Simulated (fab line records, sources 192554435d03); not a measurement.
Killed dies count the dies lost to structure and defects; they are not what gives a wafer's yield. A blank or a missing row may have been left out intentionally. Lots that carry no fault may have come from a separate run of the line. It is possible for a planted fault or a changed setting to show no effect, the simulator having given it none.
A lot that was struck, set against a sound lot :: flow n5_finfet :: 18 out of 1938 route steps
Sound: wafers L749.3, L749.4, L749.6. Wafers L745.4, L745.5, L745.6 were the ones struck. At the end, the cause is stated.
Order at every step that has rows: each side's tool, ch and its chambers, its first start. Under that, the readings that differ: sound wafers :: struck wafers :: difference of the means :: sigmas: that difference in standard deviations of wafers without a fault.
alike: words and numbers the same on both sides, and readings whose means are apart by under 2 such deviations; not compared: readings that were withheld, readings missing a value for some wafer, numbers with overlapping values and no deviation given by the record, and bounds like >300 which may hide the same value.
Wherever a step has rows on one side only, a row that says differs or no value, or a row with sigmas, the two part there. Numbers that don't overlap but have no deviation are shown without sigmas and don't part them. A reading that every wafer of one side lacks parts them only if that side has two wafers or more.

N5_BEOL_M0_SAQP_PECVD_03: deposits SiCN from 3MS/NH3, target thk 12 nm, time 21.1 s.
  sound on pecvd-01 ch 1,2, day 8 00:13; struck on pecvd-04 ch 0,1,2, day 6 21:15
  alike: chamber_pressure_Torr, showerhead_plenum_p_Torr, throttle_valve_pct
N5_BEOL_M0_SAQP_PECVD_96: deposits a-Si from SiH4/He, target thk 45 nm, time 45.2 s.
  sound on pecvd-01 ch 1,2, day 8 00:14; struck on pecvd-04 ch 0,1,2, day 6 21:17
  alike: chamber_pressure_Torr, heater_power_w, showerhead_plenum_p_Torr, susceptor_temp_C, throttle_valve_pct
N5_BEOL_M0_SAQP_PECVD_97: deposits SiNx from SiH4/NH3/N2, target thk 23 nm, time 19.9 s.
  sound on pecvd-01 ch 1,2, day 8 00:17; struck on pecvd-04 ch 0,1,2, day 6 21:20
  alike: chamber_pressure_Torr, heater_power_w, showerhead_plenum_p_Torr, susceptor_temp_C, throttle_valve_pct
N5_BEOL_M0_SAQP_PECVD_04: deposits a-Si from SiH4/He, target thk 60 nm, time 60.2 s.
  sound on pecvd-01 ch 1,2, day 8 00:20; struck on pecvd-04 ch 0,1,2, day 6 21:23
  alike: chamber_pressure_Torr, heater_power_w, showerhead_plenum_p_Torr, susceptor_temp_C, throttle_valve_pct
N5_BEOL_M0_SAQP_THK_MEAS_05:
  sound on film_metro-02, day 8 00:25; struck on film_metro-02, day 6 21:27
  alike: thk_nm
N5_BEOL_M0_SAQP_HM_DEP_111: deposits SiO2 from SiH4/N2O, target thk 12 nm, time 7.2 s.
  sound on pecvd-04 ch 0,2, day 8 00:28; struck on pecvd-02 ch 0,2, day 6 21:31
  alike: chamber_pressure_Torr, heater_power_w, showerhead_plenum_p_Torr, susceptor_temp_C
then, 6 steps without rows for these wafers: N5_BEOL_M0_SAQP_COAT_81 (time 60 s, resist thk 100 nm); N5_BEOL_M0_SAQP_COAT_82 (time 60 s, resist thk 30 nm); N5_BEOL_M0_SAQP_COAT_08 (resist thk 90 nm); N5_BEOL_M0_SAQP_EBR_10; N5_BEOL_M0_SAQP_SOFTBAKE_09 (time 60 s); N5_BEOL_M0_SAQP_EXPOSE_11 (exposes mask M0 CORE, target cd 42 nm).
N5_BEOL_M0_SAQP_PEB_12: peb time 60 s.
  sound on litho_track-03 ch 0, day 8 00:50; struck on litho_track-05 ch 0, day 6 21:53
  alike: exhaust_pa
then, 1 step without rows for these wafers: N5_BEOL_M0_SAQP_DEVELOP_13 (develop time 30 s).
N5_BEOL_M0_SAQP_CD_MEAS_14 targets a cd of 42.5 nm.
  sound on cd_sem-03 ch 0, day 8 00:55; struck on cd_sem-01 ch 0, day 6 21:58
reading: cd_nm (nm)
sound: 43.0 42.9 42.7
struck: 45.6 44.8 45.3
difference: +2.4
sigmas: +6
N5_BEOL_M0_SAQP_OVL_MEAS_15:
  sound on overlay-01 ch 0, day 8 00:56; struck on overlay-02 ch 0, day 6 21:59
  alike: M0_CORE_OVL
-- here the record skips 3 days between the struck wafers' starts before and after, leaving off in module BEOL_M0_SAQP and picking up in module BEOL_M4 (first step shown: number 1111 of the route) --
N5_BEOL_M4_RC_MEAS_101:
  sound on prober-02 ch 0, day 10 04:53; struck on prober-01 ch 0, day 9 11:53
  alike: DIBL_N, DIBL_P, IOFF_N, IOFF_P, ION_N, ION_P, SS_N, SS_P, VT_N, VT_P
-- the record jumps here: 5 days lie between the struck wafers' starts before and after (it left off in module BEOL_M4 and takes up again in module PASSIVATION, whose first step shown is number 1936 of the route) --
N5_PASSIVATION_PROBE_49:
  record: rows for the struck wafers here (prober-01, day 14 03:11), none for the sound ones

== WHERE THEY PART ==
At N5_BEOL_M0_SAQP_CD_MEAS_14 first; at N5_PASSIVATION_PROBE_49 last (within this record only).

WHY: whatever the simulator had introduced
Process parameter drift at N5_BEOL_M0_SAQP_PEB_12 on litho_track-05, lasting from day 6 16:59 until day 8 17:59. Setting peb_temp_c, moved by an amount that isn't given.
